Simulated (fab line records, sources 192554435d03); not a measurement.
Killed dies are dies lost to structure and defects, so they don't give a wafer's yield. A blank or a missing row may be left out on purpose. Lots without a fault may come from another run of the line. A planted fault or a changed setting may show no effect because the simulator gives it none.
Which tool did it? | flow n5_finfet | 9 lots, 27 wafers sampled, at 7 steps of a route of 1938

WHAT THE GAUGES READ, wafer by wafer
N5_BEOL_M6_OVL_MEAS_12. Usual: M6_OVL -0.2 nm, standard deviation 0.74.
lot  | measured     | on         | M6_OVL (nm)    | flag
L934 | day 9 09:43  | overlay-02 | -0.5 0.4 -1.0  |
L936 | day 9 19:28  | overlay-02 | -0.3 0.2 0.3   |
L937 | day 10 07:53 | overlay-02 | -0.5 -0.3 -1.0 |
L939 | day 10 19:01 | overlay-01 | -1.4 -0.1 -0.9 |
L946 | day 12 14:17 | overlay-01 | 0.0 1.5 0.9    |
L949 | day 13 17:31 | overlay-02 | -0.9 -1.0 -0.4 |
L950 | day 13 23:35 | overlay-02 | -1.3 -0.4 -0.6 |
L951 | day 14 02:13 | overlay-02 | 0.1 0.9 0.6    |
L952 | day 14 04:55 | overlay-02 | -0.2 -0.7 0.3  |

N5_BEOL_M6_OVL_MEAS_29. Usual: V5_OVL 0.3 nm, standard deviation 0.66.
lot  | measured     | on         | V5_OVL (nm)    | flag
L934 | day 9 10:46  | overlay-02 | -0.5 -0.4 0.2  |
L936 | day 9 23:35  | overlay-01 | 0.5 0.7 1.6    |
L937 | day 10 09:02 | overlay-02 | 1.1 1.1 1.2    |
L939 | day 10 22:09 | overlay-02 | 0.8 0.8 0.2    |
L946 | day 12 18:53 | overlay-02 | -0.1 -1.3 -1.3 |
L949 | day 13 20:38 | overlay-01 | 0.7 0.2 0.4    |
L950 | day 14 01:00 | overlay-02 | 0.1 -0.1 0.7   |
L951 | day 14 04:10 | overlay-02 | -0.4 0.6 0.4   |
L952 | day 14 07:02 | overlay-01 | -0.4 -0.2 0.2  |

N5_BEOL_M6_OCD_MEAS_38. Usual: trench_depth_nm 94.1 nm, standard deviation 1.5.
lot  | measured     | on     | trench_depth_nm (nm) | flag
L934 | day 9 11:17  | ocd-01 | 93.4 96.0 94.9       |
L936 | day 10 00:06 | ocd-01 | 86.1 87.5 87.3       | OFF
L937 | day 10 09:53 | ocd-01 | 89.2 88.3 89.1       | OFF
L939 | day 10 22:40 | ocd-01 | 94.6 92.2 95.9       |
L946 | day 12 19:23 | ocd-01 | 92.1 93.0 94.2       |
L949 | day 13 21:37 | ocd-02 | 92.5 92.5 96.5       |
L950 | day 14 02:10 | ocd-01 | 96.3 92.7 92.8       |
L951 | day 14 05:02 | ocd-02 | 92.7 94.2 93.9       |
L952 | day 14 07:34 | ocd-02 | 96.4 93.3 93.9       |

N5_BEOL_M6_THK_MEAS_53: measures by xrf. Usual: M6_THK 80.2 nm, standard deviation 2.
lot  | measured     | on            | M6_THK (nm)    | flag
L934 | day 9 13:22  | film_metro-02 | 79.5 80.9 80.3 |
L936 | day 10 02:34 | film_metro-02 | 71.1 74.5 74.8 | OFF
L937 | day 10 12:10 | film_metro-01 | 74.4 74.4 75.8 |
L939 | day 11 01:22 | film_metro-02 | 82.9 80.4 83.0 |
L946 | day 12 21:43 | film_metro-01 | 77.0 77.8 78.8 |
L949 | day 14 00:08 | film_metro-01 | 79.3 79.8 81.5 |
L950 | day 14 05:59 | film_metro-01 | 81.9 78.8 79.7 |
L951 | day 14 08:52 | film_metro-02 | 81.1 80.3 80.3 |
L952 | day 14 10:44 | film_metro-02 | 85.0 82.1 83.4 |

N5_BEOL_M6_RS_MEAS_57: measures by four-point-probe. Usual: M6_RS 0.289 ohm/sq, standard deviation 0.0085.
lot  | measured     | on            | M6_RS (ohm/sq)    | flag
L934 | day 9 13:30  | film_metro-02 | 0.292 0.287 0.289 |
L936 | day 10 02:41 | film_metro-01 | 0.329 0.312 0.310 | OFF
L937 | day 10 12:18 | film_metro-02 | 0.316 0.315 0.311 |
L939 | day 11 01:30 | film_metro-01 | 0.276 0.289 0.277 |
L946 | day 12 21:51 | film_metro-02 | 0.303 0.300 0.295 |
L949 | day 14 00:16 | film_metro-02 | 0.288 0.288 0.279 |
L950 | day 14 06:07 | film_metro-01 | 0.282 0.294 0.290 |
L951 | day 14 08:59 | film_metro-02 | 0.287 0.291 0.292 |
L952 | day 14 10:52 | film_metro-02 | 0.273 0.284 0.279 |

WHICH TOOL RAN EACH LOT (tool, then ch and the chambers of the sampled wafers, then the start)
lot  | N5_BEOL_M6_ETCH_61                 | N5_BEOL_M6_TRENCH_ETCH_37
L934 | rie_diel-06 ch 1,2, day 9 09:53    | rie_diel-06 ch 1,2, day 9 11:08
L936 | rie_diel-06 ch 0,2,3, day 9 19:34  | rie_diel-06 ch 1,3, day 9 23:56
L937 | rie_diel-01 ch 2,3, day 10 08:01   | rie_diel-06 ch 0,1, day 10 09:43
L939 | rie_diel-06 ch 2,3, day 10 19:07   | rie_diel-01 ch 0,1,3, day 10 22:31
L946 | rie_diel-06 ch 2,3, day 12 14:23   | rie_diel-03 ch 1,2,3, day 12 19:14
L949 | rie_diel-06 ch 0,2,3, day 13 17:36 | rie_diel-06 ch 0,2,3, day 13 21:27
L950 | rie_diel-01 ch 1,2,3, day 13 23:40 | rie_diel-06 ch 2,3, day 14 02:01
L951 | rie_diel-01 ch 1,2,3, day 14 02:23 | rie_diel-06 ch 1,3, day 14 04:52
L952 | rie_diel-06 ch 0,2, day 14 05:39   | rie_diel-06 ch 1,2, day 14 07:25
- N5_BEOL_M6_ETCH_61: etches SiARC in CF4, target depth 45.5 nm, time 75.8 s.
- N5_BEOL_M6_TRENCH_ETCH_37: etches SiCOH lowk in C4F6/O2, target depth 94.435 nm, time 31.5 s.

WHAT THE TOOLS THEMSELVES READ (means of the sampled wafers that have a number; where no wafer has one, the mark that the record gives instead)
N5_BEOL_M6_ETCH_61. Usual: drypump_motor_current_A 5.4 A, standard deviation 0.49; etch_rf_on_time_s 76.0 s, standard deviation 1.6; oes_product_au 0.66 a.u., standard deviation 0.053; rf_fwd_power_W 538.8 W, standard deviation 2.3; rf_vpp_V 184.0 V, standard deviation 1.2; showerhead_plenum_p_Torr 2.13 Torr, standard deviation 0.07; throttle_valve_pct 15.62 %, standard deviation 0.26.
lot  | tool        | drypump_motor_current_A (A) | etch_rf_on_time_s (s) | oes_product_au (a.u.) | rf_fwd_power_W (W) | rf_vpp_V (V) | showerhead_plenum_p_Torr (Torr) | throttle_valve_pct (%) | flag
L934 | rie_diel-06 | 5.3                         | 75.7                  | 0.67                  | 538.7              | 184.0        | 2.13                            | 15.66                  |
L936 | rie_diel-06 | 5.1                         | 75.1                  | 0.66                  | 537.9              | 183.7        | 2.11                            | 15.59                  |
L937 | rie_diel-01 | 6.0                         | 75.5                  | 0.69                  | 536.4              | 186.0        | 2.25                            | 15.53                  |
L939 | rie_diel-06 | 5.1                         | 75.1                  | 0.68                  | 541.5              | 183.0        | 2.06                            | 15.54                  |
L946 | rie_diel-06 | 5.0                         | 76.6                  | 0.66                  | 537.4              | 182.9        | 2.06                            | 15.43                  |
L949 | rie_diel-06 | 5.1                         | 76.0                  | 0.63                  | 539.3              | 183.2        | 2.10                            | 15.66                  |
L950 | rie_diel-01 | 5.8                         | 77.2                  | 0.68                  | 538.0              | 183.7        | 2.19                            | 15.61                  |
L951 | rie_diel-01 | 5.8                         | 76.2                  | 0.68                  | 537.1              | 183.8        | 2.19                            | 15.60                  |
L952 | rie_diel-06 | 5.1                         | 75.3                  | 0.61                  | 540.8              | 184.8        | 2.14                            | 15.88                  |

N5_BEOL_M6_TRENCH_ETCH_37. Usual: O2_flow_sccm 10.002 sccm, standard deviation 0.029; drypump_motor_current_A 5.5 A, standard deviation 0.47; oes_f_703_au 0.78 a.u., standard deviation 0.064; oes_product_au 0.78 a.u., standard deviation 0.068; rf_fwd_power_W 340.0 W, standard deviation 1.9; rf_vpp_V 667 V, standard deviation 9.2; showerhead_plenum_p_Torr 2.83 Torr, standard deviation 0.093; throttle_valve_pct 20.94 %, standard deviation 0.24.
lot  | tool        | O2_flow_sccm (sccm) | drypump_motor_current_A (A) | oes_f_703_au (a.u.) | oes_product_au (a.u.) | rf_fwd_power_W (W) | rf_vpp_V (V) | showerhead_plenum_p_Torr (Torr) | throttle_valve_pct (%) | flag
L934 | rie_diel-06 | 9.991               | 5.3                         | 0.78                | 0.79                  | 340.8              | 676          | 2.83                            | 21.00                  |
L936 | rie_diel-06 | 9.992               | 5.2                         | 0.60                | 0.75                  | 279.0              | 749          | 2.84                            | 20.83                  | OFF
L937 | rie_diel-06 | 10.022              | 5.3                         | 0.58                | 0.73                  | 277.3              | 740          | 2.90                            | 21.05                  | OFF
L939 | rie_diel-01 | 10.007              | 5.9                         | 0.82                | 0.81                  | 339.5              | 664          | 2.86                            | 20.80                  |
L946 | rie_diel-03 | 10.011              | 5.5                         | 0.76                | 0.77                  | 339.5              | 667          | 2.78                            | 20.94                  |
L949 | rie_diel-06 | 10.014              | 5.0                         | 0.74                | 0.74                  | 340.7              | 666          | 2.79                            | 20.93                  |
L950 | rie_diel-06 | 9.970               | 5.0                         | 0.76                | 0.76                  | 339.4              | 674          | 2.73                            | 20.74                  |
L951 | rie_diel-06 | 10.007              | 5.2                         | 0.74                | 0.75                  | 340.3              | 677          | 2.82                            | 20.91                  |
L952 | rie_diel-06 | 10.003              | 5.3                         | 0.74                | 0.75                  | 340.2              | 675          | 2.81                            | 21.07                  |

THE ANSWER, worked out from the rows above alone
Rule: a lot is off if the mean of its wafers that have a number lies more than 3 standard deviations from the usual mean. A lot without any number at a reading at which 4 lots or more have one is off too. The other lots that the step has rows for count as sound. The gauges are gone through in route order, then the tools' own readings, and for those a lot's mean is taken as printed above. The first step at which some lot is off is used, and at that step the reading that is off furthest; a lot without a number counts as furthest.
Off: L936, L937, at N5_BEOL_M6_OCD_MEAS_38 (trench_depth_nm).
A tool fits if, at a process step before that reading, it ran every lot that is off, and no sound lot after the first of them. The gauges at N5_BEOL_M6_OCD_MEAS_38 aren't tried: what is off there is off at N5_BEOL_M6_TRENCH_ETCH_37 too, on other tools, and a gauge's error can't cause that. None of those tried fits.

WHAT THE SIMULATOR HAD PUT IN
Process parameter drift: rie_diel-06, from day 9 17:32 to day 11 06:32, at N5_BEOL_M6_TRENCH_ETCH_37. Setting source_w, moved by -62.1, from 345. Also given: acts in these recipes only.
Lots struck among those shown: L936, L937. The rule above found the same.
